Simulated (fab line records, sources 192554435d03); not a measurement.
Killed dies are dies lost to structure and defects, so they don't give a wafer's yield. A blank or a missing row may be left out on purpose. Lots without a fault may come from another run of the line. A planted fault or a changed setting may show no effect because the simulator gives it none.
fab line records | flow n5_finfet
record lots=3 wafers=9 last_day=15
route steps=1938 shown BEOL_M2@921 BEOL_M3@931 BEOL_M4@1111
lots that met no fault: from a run of the same line without faults
start_h: hours from the record's first day to the start of the lot's first wafer shown | wait_h: hours since the lot's step before | " the same as in the row above | L1.1+2: a row that stands for several wafers | - no value, or no start given | * or withheld: withheld | < > ~ a bound
route shown NAME@n: a module of which the file shows steps, and the number in the route of the first | usual: mean/standard deviation of fault-free wafers | same: alike in all rows | chamber/n: place in a boat | sites: the reading at each site | _std_site: their standard deviation | _edge_site: outer sites' mean less inner sites' | radius_mm: how far each site lies from the wafer's centre | mask NAME#n: copy n | behind: the tool/chamber that last shaped the wafer | hold: why the lot was held/for how many hours/how that ended | device: the transistor (n, p or np) that didn't switch | end of line: the same wafers' tests at the end of the route | a step without rows: its recipe alone | killed: dies lost to structure and defects at the first sort, not the wafer's yield | map: a wafer's dies, x killed, . not, _ none there
set.NAME: the setting as run; set.NAME@STEP: as run at that earlier step | model.NAME: the simulator's own value behind a step, which no gauge read
lots at some steps of the route; a table a step, a row a wafer
services: from which hour (start_h, from the record's first day; less than 0 if before it) a tool's chamber was out of use, for how many hours, and why
## steps
# step N5_BEOL_M2_ECD_50
# recipe material=Cu target_thk_a=3000
# step N5_BEOL_M2_ANNEAL_51
# recipe temp_c=225 time_s=90 ambient=N2
# step N5_BEOL_M2_CMP_52
# recipe stop_on=SiOC t_overpolish_s=6.8 down_force_psi=1 platen_rpm=50 clearing_platen_down_force_psi=1.5 clearing_platen_rpm=50 post_cmp_clean=cu_alkaline target_thk_nm=40 clearing_platen_pad_velocity_m_s=0.99484 pad_velocity_m_s=0.99484
# step N5_BEOL_M2_PRE_CLEAN_60
# recipe gas=NH3/H2 time_s=15 temp_c=* rf_power_w=300
# step N5_BEOL_M2_CO_CAP_55
# recipe material=Co target_thk_a=20 temp_c=200 precursor=CCTBA/H2 pressure_torr=30 time_s=102.1
# step N5_BEOL_M2_PRE_CLEAN_56
# recipe gas=NH3 time_s=15 temp_c=withheld rf_power_w=300
# step N5_BEOL_M2_DEP_57
# recipe material=SiCN target_thk_a=80 temp_c=withheld precursor=3MS/NH3 pressure_torr=3 rf_w=202 time_s=14
# step N5_BEOL_M3_ILD_DEP_00
# recipe material=SiOC target_thk_a=790 temp_c=350 precursor=DEMS/O2 pressure_torr=5 rf_w=500 time_s=15.3
# step N5_BEOL_M3_PECVD_72
# recipe material=SiO2 target_thk_a=160 temp_c=400 precursor=TEOS/O2 pressure_torr=5.5 rf_w=450 teos_flow_sccm=53.8 gas=O2 flow_sccm=3000 time_s=18
# usual heater_power_w=728/100 showerhead_plenum_p_Torr=8.81/0.034 showerhead_vpp_V=1355/54 throttle_valve_pct=22.1/1.3
# columns lot.wafer tool chamber start_h wait_h heater_power_w showerhead_plenum_p_Torr showerhead_vpp_V throttle_valve_pct model.SiO2_of_BEOL_M3_PECVD_72.thk_nm
L570.1 pecvd-01 2 151.42 0.0 720 8.76 1386 20.3 16
L570.2 " 1 " " 721 8.80 1291 20.3 15.6
L570.4 " 0 " " 572 8.84 1317 23.5 16.2
L578.1 pecvd-01 1 202.47 0.0 720 8.79 1283 20.5 16
L578.2 " 2 " " 754 8.73 1345 20.6 16
L578.6 " 0 " " 568 8.85 1331 23.3 16.4
L584.1 pecvd-01 0 234.06 0.0 585 8.83 1324 23.6 19
L584.3 " 1 " " 755 8.79 1274 20.3 16
L584.6 " 1 " " 761 8.80 1315 20.2 19.2
# step N5_BEOL_M3_HM_DEP_02
# recipe material=TiN target_thk_a=200 temp_c=25 chamber_pressure_pa=0.49996
# step N5_BEOL_M3_COAT_61
# recipe resist=SOC temp_c=250 time_s=60 spin_rpm=1500 resist_thk_nm=60
# step N5_BEOL_M3_COAT_62
# recipe resist=SiARC temp_c=220 time_s=60 spin_rpm=1500 resist_thk_nm=12
# step N5_BEOL_M3_COAT_73
# recipe resist=underlayer temp_c=205 time_s=60 spin_rpm=1500 resist_thk_nm=5
# step N5_BEOL_M3_COAT_05
# recipe resist=CAR-EUV spin_rpm=1500 resist_thk_nm=30
# step N5_BEOL_M3_EBR_07
# recipe solvent=PGMEA ebr_width_mm=1.5
# step N5_BEOL_M3_SOFTBAKE_06
# recipe temp_c=110 time_s=60 resist=CAR-EUV
# step N5_BEOL_M3_EXPOSE_08
# recipe mask_id=M3 na=0.33 source_shape=dipole sigma_inner=0.369 sigma_outer=0.767 polarization=unpolarized dose_mj=33
# step N5_BEOL_M3_PEB_09
# recipe peb_temp_c=100 peb_time_s=60 resist=CAR-EUV
# step N5_BEOL_M3_DEVELOP_10
# recipe develop_time_s=30 developer=TMAH resist=CAR-EUV rinse_liquid=surfactant_rinse dry=air_spin dev_temp_c=23
# step N5_BEOL_M3_DESCUM_16
# recipe chemistry=O2 time_s=7 source_power_w=50 bias_power_w=20 pressure_mtorr=20 rf_frequency_hz=2.712e+07 temp_c=40 resist=CAR-EUV o2_flow_sccm=225
# step N5_BEOL_M3_ETCH_74
# recipe chemistry=N2/H2 target=underlayer target_depth_a=65 mask_material=CAR-EUV time_s=5.2 ion_energy_ev=200 pressure_mtorr=30 source_w=840 bias_w=150 n2_flow_sccm=200 h2_flow_sccm=200 ends=cleared
# step N5_BEOL_M3_ETCH_63
# recipe chemistry=CF4 target=SiARC target_depth_a=156 mask_material=CAR-EUV time_s=26 ion_energy_ev=80 pressure_mtorr=40 source_w=545 bias_w=36 Ar_flow_sccm=100 cf4_flow_sccm=100 ends=cleared
# step N5_BEOL_M3_ETCH_64
# recipe chemistry=N2/H2 target=SOC target_depth_a=750 overetch_a=150 mask_material=SiARC temp_c=40 time_s=112.5 ion_energy_ev=200 pressure_mtorr=30 source_w=840 bias_w=150 n2_flow_sccm=200 h2_flow_sccm=200
# step N5_BEOL_M3_STRIP_65
# recipe chemistry=N2/H2 temp_c=40 n2_flow_sccm=200 h2_flow_sccm=200 rf_frequency_hz=6e+07
# step N5_BEOL_M3_STRIP_75
# recipe chemistry=N2/H2 temp_c=40 n2_flow_sccm=200 h2_flow_sccm=200 rf_frequency_hz=6e+07
# step N5_BEOL_M3_STRIP_66
# recipe chemistry=CF4 resist=SiARC power_w=300 bias_power_w=75 pressure_mtorr=50 cf4_flow_sccm=150 rf_frequency_hz=6e+07
# step N5_BEOL_M3_HM_OPEN_17
# recipe chemistry=Cl2/BCl3 target_depth_a=200 overetch_a=60 target=TiN mask_material=SOC ion_energy_ev=150 pressure_mtorr=10 icp_w=1000 bias_w=126 Cl2_flow_sccm=53.25 bcl3_flow_sccm=21.75 Ar_flow_sccm=25
# step N5_BEOL_M3_STRIP_19
# recipe chemistry=O2 power_w=400 temp_c=40 pressure_mtorr=30 rf_frequency_hz=6e+07 bias_power_w=0 overash_fraction=0.2 o2_flow_sccm=225
# step N5_BEOL_M3_COAT_67
# recipe resist=SOC temp_c=250 time_s=60 spin_rpm=1500 resist_thk_nm=60
# step N5_BEOL_M3_COAT_68
# recipe resist=SiARC temp_c=220 time_s=60 spin_rpm=1500 resist_thk_nm=12
# step N5_BEOL_M3_COAT_76
# recipe resist=underlayer temp_c=205 time_s=60 spin_rpm=1500 resist_thk_nm=5
# step N5_BEOL_M3_COAT_22
# recipe resist=CAR-EUV spin_rpm=1500 resist_thk_nm=30
# step N5_BEOL_M3_EBR_24
# recipe solvent=PGMEA ebr_width_mm=1.5
# step N5_BEOL_M3_SOFTBAKE_23
# recipe temp_c=110 time_s=60 resist=CAR-EUV
# step N5_BEOL_M3_HM_STRIP_39
# recipe chemistry=peroxide_tin_strip material=TiN target_depth_a=250 temp_c=50 time_s=158
# usual bath_heat_duty_pct=7.2/0.81
# columns lot.wafer tool chamber start_h wait_h bath_heat_duty_pct model.SiO2_of_BEOL_M3_PECVD_72.thk_nm
L570.1 wet_bench-03 3 166.58 0.0 8.4 15.8
L570.2 " 0 " " 6.2 15.6
L570.4 " 2 " " 8.4 16
L578.1 wet_bench-03 3 210.57 0.0 8.2 16
L578.2 " 2 " " 6.5 15.8
L578.6 " 0 " " 6.6 16.2
L584.1 wet_bench-03 0 241.70 0.0 6.9 18.8
L584.3 " 4 " " 6.3 15.8
L584.6 " 1 " " 7.2 19.2
# step N5_BEOL_M3_CMP_52
# recipe stop_on=SiOC t_overpolish_s=6.8 down_force_psi=1 platen_rpm=50 clearing_platen_down_force_psi=1.5 clearing_platen_rpm=50 post_cmp_clean=cu_alkaline target_thk_nm=40 clearing_platen_pad_velocity_m_s=0.99484 pad_velocity_m_s=0.99484
# usual barrier_field_endpoint_s=25.0/0.6 motor_current_A=6.1/0.54
# columns lot.wafer tool chamber start_h wait_h barrier_field_endpoint_s motor_current_A
L570.1 cmp-02 0 170.62 0.3 24.4 6.9
L570.2 " 1 " " 24.4 5.9
L570.4 " 3 " " 24.7 5.9
L578.2 cmp-01 2 214.37 0.2 24.8 5.5
L578.1 " 0 " " 25.2 5.5
L578.6 " 3 " " 25.6 6.6
L584.3 cmp-04 3 245.07 0.2 25.5 5.9
L584.1 " 0 " " 29.1 5.6
L584.6 " 3 " " 29.1 6.2
# step N5_BEOL_M4_RC_MEAS_101
# usual DIBL_N=36.9/1.6 DIBL_P=37.1/2 IOFF_N=0.17/0.032 IOFF_P=0.22/0.036 ION_N=674/12 ION_P=463/7.8 SS_N=71.7/0.63 SS_P=73.5/0.62 VT_N=249/3.3 VT_P=-250/3.5
# columns lot.wafer tool chamber start_h wait_h DIBL_N[mV/V] DIBL_P[mV/V] IOFF_N[nA/um] IOFF_P[nA/um] ION_N[uA/um] ION_P[uA/um] SS_N[mV/dec] SS_P[mV/dec] VT_N[mV] VT_P[mV]
L570.1 prober-02 0 188.59 0.0 34.8 33.4 0.12 0.19 654 460 71.4 71.9 254 -247
L570.2 " 0 " " 37.4 36.5 0.15 0.22 661 462 72.0 72.4 253 -251
L570.4 " 0 " " 35.7 34.9 0.14 0.21 660 466 70.8 72.5 256 -247
L578.1 prober-02 0 229.13 0.2 38.1 40.4 0.21 0.27 687 465 71.7 74.8 246 -247
L578.2 " 0 " " 36.9 37.7 0.18 0.22 676 456 71.7 73.7 249 -251
L578.6 " 0 " " 32.9 35.0 0.12 0.18 668 463 70.4 72.9 253 -250
L584.1 prober-01 0 257.27 0.0 33.8 35.5 0.14 0.19 667 462 70.4 73.1 249 -250
L584.3 " 0 " " 37.8 39.3 0.21 0.25 686 468 71.9 74.0 244 -246
L584.6 " 0 " " 38.2 39.2 0.21 0.24 682 462 72.3 74.1 248 -248
## services
# columns tool chamber start_h hours kind
cmp-02 - 143.59 0.5 repair
cmp-02 - 146.49 5.1 repair
cmp-04 - 147.14 0.7 repair
cmp-04 - 175.23 1.2 repair
cmp-02 - 187.40 2.3 repair
wet_bench-03 - 189.02 1.9 pm
cmp-02 - 195.88 1.1 repair
cmp-02 - 204.74 0.2 repair
cmp-01 - 216.30 6.0 pm
cmp-02 - 226.70 5.5 pm
pecvd-01 2 240.45 2.1 scheduled_down
## key
first_sign step=N5_BEOL_M3_CMP_52 reading=barrier_field_endpoint_s direction=up sigmas=6.7 usual=25.0 struck=29.1
effect none on later readings
model_effect step=N5_BEOL_M3_PECVD_72 value=SiO2_of_BEOL_M3_PECVD_72.thk_nm without=16 struck=19.1
model_effect step=N5_BEOL_M3_HM_STRIP_39 value=SiO2_of_BEOL_M3_PECVD_72.thk_nm without=15.9 struck=19
met_at N5_BEOL_M3_PECVD_72
struck_wafers L584.1,L584.6
onset_between 202.47 234.06
fault kind=process_parameter_drift tool=pecvd-01 chamber=- onset_h=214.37 steps=N5_BEOL_M3_PECVD_72 channel=time_s offset=* shape=step end_h=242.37 scope=struck_wafers_only acts_in=* stated=*
